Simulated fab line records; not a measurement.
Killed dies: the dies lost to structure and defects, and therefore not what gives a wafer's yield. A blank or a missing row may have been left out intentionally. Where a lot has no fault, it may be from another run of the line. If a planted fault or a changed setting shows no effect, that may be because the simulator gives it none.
Which tool is to blame?	flow n5_finfet	11 lots, 33 wafers sampled, at 2 steps of a route of 1938

== WHAT THE GAUGES READ, wafer by wafer ==
N5_BEOL_M9_INSPECT_30: inspects for defects (brightfield).
lot	measured	on	raw_defect_count
L596	day 11 01:29	defect_inspect-01	239 377 380
L597	day 11 08:39	defect_inspect-01	368 317 407
L599	day 11 20:58	defect_inspect-01	299 323 248
L598	day 12 02:02	defect_inspect-01	409 332 330
L601	day 12 11:19	defect_inspect-01	436 333 331
L607	day 14 00:04	defect_inspect-02	341 409 458
L606	day 14 12:05	defect_inspect-01	342 376 329
L610	day 14 16:44	defect_inspect-02	701 370 406
L613	day 14 23:48	defect_inspect-02	323 238 284
L614	day 16 04:23	defect_inspect-02	500 360 485
L615	day 17 00:41	defect_inspect-01	446 402 389

== WHICH TOOL RAN EACH LOT (tool, then ch and the chambers of the sampled wafers, then the start) ==
lot	N5_BEOL_M9_STRIP_67
L596	rie_diel-05 ch 0,1,3, day 10 23:56
L597	rie_diel-05 ch 0,1,2, day 11 07:59
L599	rie_diel-05 ch 0,2, day 11 18:38
L598	rie_diel-04 ch 0,1,3, day 11 21:44
L601	rie_diel-05 ch 0,3, day 12 08:55
L607	rie_diel-05 ch 0,2,3, day 13 23:07
L606	rie_diel-03 ch 0,1,3, day 14 10:45
L610	rie_diel-03 ch 0,1,3, day 14 14:22
L613	rie_diel-05 ch 1,2,3, day 14 19:02
L614	rie_diel-05 ch 1,2,3, day 16 03:19
L615	rie_diel-04 ch 0,2, day 16 23:40
- N5_BEOL_M9_STRIP_67: strips in CF4.

== THE ANSWER, worked out from the rows above alone ==
Rule: usual is defined by the lots themselves. Put in order of their means at a reading, lots are off if they are a third of the lots or fewer, leave a main group of 4 or more, and stand apart from it by a gap of 3 or more times the standard deviation of the main group's means; of several such gaps the widest counts. A main group is skipped when, at the precision printed for the reading in the tables above, its means are all equal. A lot without any number at a reading at which 4 lots or more have one is off too. All remaining lots with rows at the step are treated as sound.
None of the lots is off at any reading shown; this tells nothing.

== WHAT HAD BEEN PUT IN BY THE SIMULATOR ==
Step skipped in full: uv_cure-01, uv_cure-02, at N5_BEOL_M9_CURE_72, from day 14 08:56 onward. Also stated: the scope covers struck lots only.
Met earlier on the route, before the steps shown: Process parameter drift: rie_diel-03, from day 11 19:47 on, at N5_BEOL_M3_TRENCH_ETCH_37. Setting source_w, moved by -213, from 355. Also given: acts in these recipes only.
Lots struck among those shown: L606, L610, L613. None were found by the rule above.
